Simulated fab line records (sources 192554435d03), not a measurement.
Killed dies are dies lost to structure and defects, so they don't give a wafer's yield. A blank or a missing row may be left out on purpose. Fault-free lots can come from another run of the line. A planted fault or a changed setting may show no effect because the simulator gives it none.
fab line records ; flow n5Finfet
record lots=6; wafers=18; lastDay=17
route steps=1938 shown HKMG_FIN@444 BEOL_M4@1111 PASSIVATION@1936
lots that met no fault: from a run of the same line without faults
startH: hours from the record's first day to the start of the lot's first wafer shown ; waitH: hours from the lot's prior step to this one ; " the same as in the row above ; L1.1+2: several wafers, shown together as one row ; - no value, or no start was given ; * or withheld: withheld ; < > ~ a bound
route shown NAME@n: a module of which the file shows steps, and the number in the route of the first ; usual: average and standard deviation across the fault-free wafers ; same: alike in all rows ; chamber/n: place in a boat ; sites: the reading at each site ; _std_site: standard deviation of those values ; _edge_site: mean of outer sites minus mean of inner sites ; radiusMm: for every site, how far away it sits from the centre of the wafer ; mask NAME#n: copy n ; behind: tool/chamber where the wafer was last shaped ; hold: why the lot was held/for how many hours/how that ended ; device: whichever transistor did not switch (one of n, p or np) ; end of line: the route-end tests of the same wafers ; step lacking rows: just its recipe ; killed: dies lost to structure and defects at the first sort, not the wafer's yield ; map: a wafer's dies, x killed, . not, _ none there
set.NAME: the setting the step ran with; set.NAME@STEP: the setting that earlier step ran with ; model.NAME: the simulator's own value behind a step, which no gauge read
certain route steps with their lots: each step a table, each wafer a row
services: a tool's chamber out of use, with start hour (startH, from the record's first day; less than 0 if before it), hours out, and reason
## steps
# step N5_HKMG_FIN_ETCH_86
# recipe chemistry=N2/H2; target=SOC; targetDepthA=3932; stopOn=TiN; ionEnergyEv=100; biasW=61; pressureMtorr=30; sourceW=850; n2FlowSccm=200; h2FlowSccm=200
# step N5_HKMG_FIN_STRIP_89
# recipe chemistry=N2/H2; material=SOC; timeS=20; powerW=500; tempC=40; pressureMtorr=50; rfFrequencyHz=6e+07; biasPowerW=8; h2Frac=0.5; n2FlowSccm=300; h2FlowSccm=300
# usual drypumpMotorCurrentA=5.9/0.43; oesProductAu=0.78/0.074; rfVppV=54.1/0.76; showerheadPlenumPTorr=3.34/0.088; throttleValvePct=18.9/0.4
lot.wafer;tool;chamber;startH;waitH;drypumpMotorCurrentA;oesProductAu;rfHoursCounterH;rfVppV;showerheadPlenumPTorr;throttleValvePct
L310.2;rieDiel-03;0;76.37;0.0;6.1;0.96;6;54.3;3.31;18.7
L310.3;rieDiel-03;1;76.37;0.0;5.9;0.70;209;54.6;3.32;19.1
L310.6;rieDiel-03;3;76.37;0.0;5.2;0.71;-;53.5;3.47;19.3
L311.2;rieDiel-03;1;80.39;0.0;5.8;0.70;211;53.6;3.32;19.1
L311.3;rieDiel-03;3;80.39;0.0;5.2;0.71;211;54.0;3.47;19.3
L311.5;rieDiel-03;3;80.39;0.0;5.2;0.70;-;55.3;3.47;19.3
L324.1;rieDiel-01;1;158.87;0.0;6.0;0.86;74;54.7;3.40;19.2
L324.4;rieDiel-01;0;158.87;0.0;5.7;0.75;-;53.8;3.35;18.5
L324.6;rieDiel-01;2;158.87;0.0;6.4;0.77;-;54.2;3.36;19.4
L325.1;rieDiel-04;3;167.61;0.0;6.2;0.80;96;54.2;3.26;18.3
L325.3;rieDiel-04;0;167.61;0.0;5.7;0.82;85;53.6;3.26;19.3
L325.5;rieDiel-04;1;167.61;0.0;5.6;0.68;-;55.3;3.45;19.1
L330.2;rieDiel-01;3;195.29;0.0;6.4;0.95;14;54.3;3.57;18.6
L330.4;rieDiel-01;1;195.29;0.0;6.0;0.83;91;54.2;3.39;19.2
L330.6;rieDiel-01;3;195.29;0.0;6.4;0.95;-;54.8;3.57;18.6
L332.1;rieDiel-04;3;208.15;0.0;6.3;0.79;112;53.4;3.25;18.3
L332.3;rieDiel-04;0;208.15;0.0;5.7;0.80;102;54.8;3.25;19.4
L332.5;rieDiel-04;0;208.15;0.0;5.7;0.81;-;54.4;3.25;19.4
# step N5_HKMG_FIN_WET_ETCH_87
# recipe chemistry=SC1; target=TiN; mix=1:2:40; tempC=50; timeS=154.2; targetDepthNm=4.7; dry=ipaMarangoni; rinseTimeS=30; rinseTempC=23
# step N5_HKMG_FIN_STRIP_88
# recipe chemistry=N2/H2; powerW=2500; tempC=300; h2Frac=0.65; timeS=360; pressureMtorr=withheld; n2FlowSccm=1750; h2FlowSccm=3250
# usual drypumpMotorCurrentA=6.1/0.4; heaterPowerW=497/38
lot.wafer;tool;chamber;startH;waitH;drypumpMotorCurrentA;heaterPowerW;rfHoursCounterH
L310.2;plasmaAsher-01;1;76.56;0.0;6.5;428;84
L310.3;plasmaAsher-01;0;76.56;0.0;6.1;505;-
L310.6;plasmaAsher-01;1;76.56;0.0;6.4;434;-
L311.2;plasmaAsher-02;0;80.58;0.0;6.5;535;44
L311.3;plasmaAsher-02;0;80.58;0.0;6.5;533;-
L311.5;plasmaAsher-02;1;80.58;0.0;5.6;496;-
L324.1;plasmaAsher-02;1;159.06;0.0;5.6;500;57
L324.4;plasmaAsher-02;1;159.06;0.0;5.6;501;-
L324.6;plasmaAsher-02;1;159.06;0.0;5.6;509;-
L325.1;plasmaAsher-01;0;167.80;0.0;6.1;500;103
L325.3;plasmaAsher-01;1;167.80;0.0;6.4;434;-
L325.5;plasmaAsher-01;0;167.80;0.0;6.1;483;-
L330.2;plasmaAsher-01;1;195.48;0.0;6.5;433;110
L330.4;plasmaAsher-01;0;195.48;0.0;6.1;481;-
L330.6;plasmaAsher-01;0;195.48;0.0;6.1;501;-
L332.1;plasmaAsher-01;0;208.34;0.0;6.1;492;112
L332.3;plasmaAsher-01;0;208.34;0.0;6.1;487;-
L332.5;plasmaAsher-01;1;208.34;0.0;6.5;448;-
# step N5_HKMG_FIN_NWFM_ALD_20
# recipe material=TiAlC; targetThkA=20; tempC=300; aldPrecursorFamily=TiCl4; aldCoReactant=TEA; pulseTimeS=3; purgeTimeS=2; coReactantPurgeTimeS=2; coReactantPulseTimeS=10; aldCycles=7; pressureTorr=3
# usual heaterPowerW=539/43; precursorPulseHeightRel=1.001/0.02; susceptorTempC=300.02/0.21
# same coReactantPulseTimeS=10
lot.wafer;tool;chamber;startH;waitH;heaterPowerW;precursorPulseHeightRel;sinceWetCleanH;susceptorTempC
L310.2;aldMetal-03;0;76.95;0.3;485;0.993;4355;300.17
L310.3;aldMetal-03;1;76.95;0.3;562;1.030;4355;300.13
L310.6;aldMetal-03;2;76.95;0.3;544;1.030;-;300.03
L311.2;aldMetal-03;2;80.96;0.3;552;1.027;4359;299.63
L311.3;aldMetal-03;0;80.96;0.3;489;0.987;4359;299.87
L311.5;aldMetal-03;3;80.96;0.3;532;0.989;-;299.89
L324.1;aldMetal-01;3;159.45;0.3;609;1.002;1361;300.21
L324.4;aldMetal-01;2;159.45;0.3;526;0.985;-;300.06
L324.6;aldMetal-01;3;159.45;0.3;611;0.993;-;300.07
L325.1;aldMetal-01;0;168.19;0.3;546;1.052;1369;300.12
L325.3;aldMetal-01;2;168.19;0.3;537;1.027;1369;299.99
L325.5;aldMetal-01;2;168.19;0.3;491;0.992;-;300.29
L330.2;aldMetal-01;2;195.86;0.3;518;0.987;1397;299.92
L330.4;aldMetal-01;3;195.86;0.3;612;1.027;1397;299.87
L330.6;aldMetal-01;0;195.86;0.3;535;1.018;-;300.07
L332.1;aldMetal-03;2;208.72;0.3;549;1.002;4487;299.93
L332.3;aldMetal-03;3;208.72;0.3;546;1.021;4487;299.89
L332.5;aldMetal-03;1;208.72;0.3;561;1.007;-;299.90
# step N5_HKMG_FIN_ALD_71
# recipe material=TiN; targetThkA=10; tempC=400; aldPrecursorFamily=TiCl4; aldCoReactant=NH3; pulseTimeS=1; purgeTimeS=3; coReactantPurgeTimeS=2; coReactantPulseTimeS=2; aldCycles=47; pressureTorr=3
# step N5_HKMG_FIN_COAT_66
# recipe resist=SOC; tempC=250; timeS=60; spinRpm=1500; resistThkNm=300
# step N5_HKMG_FIN_ETCH_67
# recipe chemistry=N2/H2; target=SOC; targetDepthA=3889; stopOn=TiN; ionEnergyEv=100; biasW=61; pressureMtorr=30; sourceW=850; n2FlowSccm=200; h2FlowSccm=200
# usual drypumpMotorCurrentA=5.9/0.41; oesProductAu=0.78/0.08; rfVppV=240.7/1.1; showerheadPlenumPTorr=2.54/0.067; throttleValvePct=17.77/0.28
lot.wafer;tool;chamber;startH;waitH;drypumpMotorCurrentA;oesProductAu;rfHoursCounterH;rfVppV;showerheadPlenumPTorr;throttleValvePct
L310.2;rieDiel-03;3;77.38;-;5.2;0.70;210;240.7;2.63;18.09
L310.3;rieDiel-03;1;77.38;-;5.8;0.69;209;240.2;2.51;17.98
L310.6;rieDiel-03;3;77.38;-;5.2;0.70;-;242.2;2.63;18.09
L311.2;rieDiel-04;1;81.40;-;5.6;0.70;202;241.4;2.63;17.85
L311.3;rieDiel-04;2;81.40;-;4.9;0.73;160;240.0;2.44;17.51
L311.5;rieDiel-04;0;81.40;-;5.7;0.85;-;240.6;2.48;18.02
L324.1;rieDiel-04;3;159.90;-;6.2;0.80;94;238.9;2.46;17.37
L324.4;rieDiel-04;0;159.90;-;5.7;0.82;83;239.2;2.46;18.08
L324.6;rieDiel-04;0;159.90;-;5.7;0.81;-;240.2;2.46;18.07
L325.1;rieDiel-01;2;168.62;-;6.5;0.75;145;243.2;2.54;18.20
L325.3;rieDiel-01;1;168.62;-;6.0;0.84;77;240.4;2.57;17.85
L325.5;rieDiel-01;0;168.62;-;5.7;0.75;-;239.6;2.54;17.50
L330.2;rieDiel-01;1;196.30;-;5.9;0.83;91;240.0;2.56;17.89
L330.4;rieDiel-01;3;196.30;-;6.4;0.94;14;243.4;2.71;17.51
L330.6;rieDiel-01;2;196.30;-;6.4;0.75;-;240.3;2.53;18.22
L332.1;rieDiel-01;0;209.16;-;5.7;0.74;185;240.3;2.53;17.53
L332.3;rieDiel-01;2;209.16;-;6.4;0.75;163;241.0;2.53;18.23
L332.5;rieDiel-01;0;209.16;-;5.7;0.73;-;240.4;2.53;17.52
# step N5_HKMG_FIN_STRIP_90
# recipe chemistry=N2/H2; material=SOC; timeS=20; powerW=500; tempC=40; pressureMtorr=50; rfFrequencyHz=6e+07; biasPowerW=8; h2Frac=0.5; n2FlowSccm=300; h2FlowSccm=300
# step N5_HKMG_FIN_WET_ETCH_73
# recipe chemistry=SC1; mix=1:2:40; tempC=50; timeS=42.3; targetDepthNm=1.3; dry=ipaMarangoni; rinseTimeS=30; rinseTempC=23
# step N5_HKMG_FIN_ETCHBACK_68
# recipe chemistry=Cl2/Ar; stopOn=HfO2; targetDepthA=5; pressureMtorr=10; icpW=600; biasW=60; Cl2_flow_sccm=40; Ar_flow_sccm=60
# step N5_HKMG_FIN_STRIP_69
# recipe chemistry=N2/H2; powerW=2500; tempC=300; h2Frac=0.65; timeS=360; pressureMtorr=withheld; n2FlowSccm=1750; h2FlowSccm=3250
# usual drypumpMotorCurrentA=6.2/0.36; heaterPowerW=487/39
lot.wafer;tool;chamber;startH;waitH;drypumpMotorCurrentA;heaterPowerW;rfHoursCounterH
L310.2;plasmaAsher-02;0;77.74;0.1;6.5;540;43
L310.3;plasmaAsher-02;0;77.74;0.1;6.6;545;-
L310.6;plasmaAsher-02;0;77.74;0.1;6.5;536;-
L311.2;plasmaAsher-02;0;81.76;0.1;6.6;546;44
L311.3;plasmaAsher-02;0;81.76;0.1;6.6;543;-
L311.5;plasmaAsher-02;1;81.76;0.1;5.6;510;-
L324.1;plasmaAsher-02;0;160.26;0.1;6.5;552;57
L324.4;plasmaAsher-02;0;160.26;0.1;6.5;552;-
L324.6;plasmaAsher-02;0;160.26;0.1;6.5;551;-
L325.1;plasmaAsher-01;1;168.98;0.1;6.5;442;103
L325.3;plasmaAsher-01;1;168.98;0.1;6.4;433;-
L325.5;plasmaAsher-01;1;168.98;0.1;6.4;440;-
L330.2;plasmaAsher-01;0;196.66;0.1;6.1;491;110
L330.4;plasmaAsher-01;0;196.66;0.1;6.1;501;-
L330.6;plasmaAsher-01;1;196.66;0.1;6.5;433;-
L332.1;plasmaAsher-02;1;209.52;0.1;5.6;502;66
L332.3;plasmaAsher-02;1;209.52;0.1;5.6;491;-
L332.5;plasmaAsher-02;1;209.52;0.1;5.6;502;-
# step N5_HKMG_FIN_ALD_21
# recipe material=TiN; targetThkA=15; tempC=400; aldPrecursorFamily=TiCl4; aldCoReactant=NH3; pulseTimeS=1; purgeTimeS=3; coReactantPurgeTimeS=2; coReactantPulseTimeS=2; aldCycles=68; pressureTorr=3
# usual heaterPowerW=931/94; precursorPulseHeightRel=0.999/0.019; susceptorTempC=400.00/0.23
# same coReactantPulseTimeS=2
lot.wafer;tool;chamber;startH;waitH;heaterPowerW;precursorPulseHeightRel;sinceWetCleanH;susceptorTempC
L310.2;aldMetal-04;0;78.13;0.3;921;1.036;2818;400.06
L310.3;aldMetal-04;2;78.13;0.3;969;1.002;2818;399.62
L310.6;aldMetal-04;0;78.13;0.3;905;0.987;-;400.29
L311.2;aldMetal-04;1;82.14;0.3;932;1.034;2822;399.98
L311.3;aldMetal-04;3;82.14;0.3;722;1.015;2822;399.92
L311.5;aldMetal-04;1;82.14;0.3;922;0.995;-;400.07
L324.1;aldMetal-04;1;160.64;0.3;899;0.999;2900;393.81
L324.4;aldMetal-04;0;160.64;0.3;872;0.999;2900;394.12
L324.6;aldMetal-04;1;160.64;0.3;894;0.992;-;394.33
L325.1;aldMetal-04;1;169.37;0.3;879;0.956;2909;394.73
L325.3;aldMetal-04;3;169.37;0.3;699;1.005;2909;394.24
L325.5;aldMetal-04;0;169.37;0.3;892;1.023;-;394.31
L330.2;aldMetal-03;3;197.04;0.3;956;1.009;4475;400.08
L330.4;aldMetal-03;2;197.04;0.3;992;0.999;4475;399.52
L330.6;aldMetal-03;0;197.04;0.3;868;1.007;-;399.90
L332.1;aldMetal-01;0;209.91;0.3;1004;1.004;1411;399.85
L332.3;aldMetal-01;3;209.91;0.3;1089;1.005;1411;400.13
L332.5;aldMetal-01;0;209.91;0.3;964;0.970;-;399.71
# step N5_HKMG_FIN_ALD_72
# recipe material=W; targetThkA=20; tempC=300; pressureTorr=7.5; aldPrecursorFamily=WF6; aldCoReactant=B2H6; pulseTimeS=1; purgeTimeS=2; coReactantPurgeTimeS=2; coReactantPulseTimeS=3; aldCycles=7
# step N5_BEOL_M4_RC_MEAS_101
# usual DIBL_N=35.7/1.3; DIBL_P=36.0/1.6; IOFF_N=0.154/0.025; IOFF_P=0.21/0.034; ION_N=675/9.7; ION_P=465/7.4; SS_N=71.3/0.55; SS_P=73.1/0.52; VT_N=250/3; VT_P=-249/3.6
lot.wafer;tool;chamber;startH;waitH;DIBL_N[mV/V];DIBL_P[mV/V];IOFF_N[nA/um];IOFF_P[nA/um];ION_N[uA/um];ION_P[uA/um];SS_N[mV/dec];SS_P[mV/dec];VT_N[mV];VT_P[mV]
L310.2;prober-01;0;167.72;0.2;35.3;36.6;0.142;0.20;670;459;71.5;72.6;250;-247
L310.3;prober-01;0;167.72;0.2;36.9;39.1;0.190;0.26;699;477;71.5;73.8;244;-247
L310.6;prober-01;0;167.72;0.2;36.2;37.3;0.165;0.22;681;468;71.9;73.1;249;-251
L311.2;prober-01;0;175.59;0.2;35.6;36.5;0.149;0.22;663;461;71.3;73.6;251;-250
L311.3;prober-01;0;175.59;0.2;33.7;34.4;0.123;0.19;663;458;70.8;73.1;256;-249
L311.5;prober-01;0;175.59;0.2;35.8;36.3;0.150;0.21;668;464;71.2;73.4;250;-249
L324.1;prober-02;0;242.55;0.0;37.4;37.3;0.170;0.24;679;468;71.9;73.3;246;-247
L324.4;prober-02;0;242.55;0.0;36.7;36.2;0.157;0.21;684;468;71.5;73.4;246;-249
L324.6;prober-02;0;242.55;0.0;38.1;38.4;0.190;0.25;680;469;72.3;73.3;246;-247
L325.1;prober-02;0;270.06;0.0;35.3;35.1;0.140;0.19;674;461;69.8;73.3;252;-251
L325.3;prober-02;0;270.06;0.0;34.7;34.1;0.128;0.18;667;464;71.0;72.8;251;-255
L325.5;prober-02;0;270.06;0.0;35.0;34.5;0.129;0.19;672;468;70.0;72.9;251;-251
L330.2;prober-02;0;295.08;0.2;35.6;35.3;0.163;0.22;692;469;71.6;73.0;246;-246
L330.4;prober-02;0;295.08;0.2;34.8;34.3;0.151;0.21;667;460;71.0;72.2;248;-250
L330.6;prober-02;0;295.08;0.2;34.4;33.5;0.129;0.19;676;468;70.6;72.0;252;-250
L332.1;prober-01;0;304.10;0.0;36.6;34.7;0.138;0.22;674;473;71.6;72.0;252;-247
L332.3;prober-01;0;304.10;0.0;38.0;36.2;0.171;0.24;689;471;71.8;72.2;247;-245
L332.5;prober-01;0;304.10;0.0;36.0;33.8;0.132;0.20;670;473;70.4;72.3;250;-245
# step N5_PASSIVATION_PROBE_49
# usual defectLimitedYield=91.6/1.4; killed_at_M0_to_M3=35/10; killed_at_M4_up=13/5.3; killedAtContacts=12/5.9; killedAtFrontEnd=36/9.9; killedAtOther=3.2/3; killedDies=99/16; killedOpen=66/12; killedShort=32/7.7; sort_bin_5_function=4.9/0.91; sort_bin_6_memory=3.2/0.65; sortNPass=1081/16; sortYieldPct=91.6/1.4
# same grossDies=1180; killedAtBackSide=0; sort_bin_4_leakage[%]=0; sort_bin_8_speed[%]=0
lot.wafer;tool;chamber;startH;waitH;defectLimitedYield[%];killed_at_M0_to_M3;killed_at_M4_up;killedAtContacts;killedAtFrontEnd;killedAtOther;killedDies;killedOpen;killedShort;sort_bin_5_function[%];sort_bin_6_memory[%];sortNPass;sortYieldPct[%]
L311.2;prober-01;-;283.64;0.1;90.2;29;24;17;46;0;116;78;37;6.3;3.4;1064;90.2
L311.3;prober-01;-;283.69;0.1;91.6;20;14;14;51;0;99;81;18;4.8;3.4;1081;91.6
L311.5;prober-01;-;283.79;0.2;91.9;18;22;10;45;1;96;66;30;3.8;4.2;1084;91.9
L332.1;prober-01;-;418.87;0.0;91.4;34;12;7;44;5;102;69;30;4.7;3.8;1078;91.4
L332.3;prober-01;-;418.97;0.1;92.5;23;18;7;37;3;88;67;19;4.8;2.5;1092;92.5
L332.5;prober-01;-;419.07;0.2;89.4;42;17;9;56;1;125;79;42;6.5;3.6;1055;89.4
# killed by level:class
L311.2 STI_FIN_REVEAL:geometricParticle:open=14 FIN_SAQP:geometricParticle:open=12 MOL_CONTACT_COAG:geometricParticle:open=12 BEOL_M4:geometricParticle:open=10 BEOL_M0_SAQP:geometricParticle:short=8 BEOL_M3:geometricParticle:open=6 BEOL_M4:geometricParticle:short=6 FIN_SAQP:geometricParticle:short=5
L311.3 FIN_SAQP:geometricParticle:open=15 MOL_CONTACT_COAG:geometricParticle:open=14 BEOL_M4:geometricParticle:open=10 STI_FIN_REVEAL:geometricParticle:open=9 FIN_SAQP:geometricParticle:short=8 DUMMY_GATE:geometricParticle:open=5 BEOL_M0_SAQP:geometricParticle:open=4 BEOL_M0_SAQP:geometricParticle:short=4
L311.5 BEOL_M4:geometricParticle:open=12 MOL_CONTACT_COAG:geometricParticle:open=10 STI_FIN_REVEAL:geometricParticle:open=9 DUMMY_GATE:geometricParticle:open=9 BEOL_M0_SAQP:geometricParticle:open=8 STARTING-WAFER:geometricParticle:short=7 FIN_SAQP:geometricParticle:short=6 BEOL_M0_SAQP:geometricParticle:short=5
L332.1 STI_FIN_REVEAL:geometricParticle:open=21 BEOL_M2:geometricParticle:open=12 BEOL_M2:geometricParticle:short=7 MOL_CONTACT_COAG:geometricParticle:open=6 BEOL_M0_SAQP:geometricParticle:open=6 FIN_SAQP:geometricParticle:open=5 FIN_SAQP:geometricParticle:short=4 STI_FIN_REVEAL:geometricParticle:short=3
L332.3 STI_FIN_REVEAL:geometricParticle:open=18 FIN_SAQP:geometricParticle:open=6 BEOL_M2:geometricParticle:open=6 BEOL_M4:geometricParticle:open=6 BEOL_M3:geometricParticle:open=5 MOL_CONTACT_COAG:geometricParticle:open=5 FIN_SAQP:geometricParticle:short=4 BEOL_M1:geometricParticle:open=4
L332.5 FIN_SAQP:geometricParticle:short=18 STI_FIN_REVEAL:geometricParticle:open=16 FIN_SAQP:geometricParticle:open=13 BEOL_M2:geometricParticle:open=13 MOL_CONTACT_COAG:geometricParticle:open=7 BEOL_M0_SAQP:geometricParticle:open=7 BEOL_M0_SAQP:geometricParticle:short=7 BEOL_M4:geometricParticle:open=7
## services
tool;chamber;startH;hours;kind
plasmaAsher-01;-;54.38;1.5;repair
aldMetal-01;2;61.97;2.0;repair
plasmaAsher-02;-;83.80;5.7;repair
plasmaAsher-02;-;92.91;0.8;repair
rieDiel-01;3;104.27;-;clean
rieDiel-01;3;104.27;-;consumableReplace:focusRing
rieDiel-01;3;104.27;-;consumableReplace:showerhead
rieDiel-01;3;104.27;16.1;scheduledDown
rieDiel-01;3;104.27;16.1;ventCycle
rieDiel-03;-;109.52;28.1;pm
plasmaAsher-02;-;133.59;3.5;repair
aldMetal-03;3;137.21;7.2;repair
plasmaAsher-01;-;140.75;0.4;repair
rieDiel-01;0;143.31;8.5;repair
rieDiel-01;3;144.31;29.9;repair
aldMetal-01;1;146.35;26.8;repair
plasmaAsher-02;-;147.84;3.4;repair
rieDiel-03;2;156.59;4.1;repair
rieDiel-01;3;179.40;9.7;repair
plasmaAsher-01;-;179.77;0.4;repair
plasmaAsher-02;-;180.98;1.5;repair
plasmaAsher-02;-;184.55;2.6;repair
rieDiel-01;3;189.25;4.4;repair
rieDiel-04;1;204.31;-;clean
## key
firstSign step=N5_HKMG_FIN_ALD_21; reading=susceptorTempC; direction=down; sigmas=25; usual=*; struck=*
effect none on later readings
metAt N5_HKMG_FIN_ALD_21
struckWafers L324.1,L324.4,L324.6,L325.1,L325.3,L325.5
onsetBetween 82.14 160.64
fault kind=processParameterDrift; tool=aldMetal-04; chamber=-; onsetH=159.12; steps=N5_HKMG_FIN_ALD_21; channel=tempC; offset=*; shape=step; endH=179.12; actsIn=*; stated=*
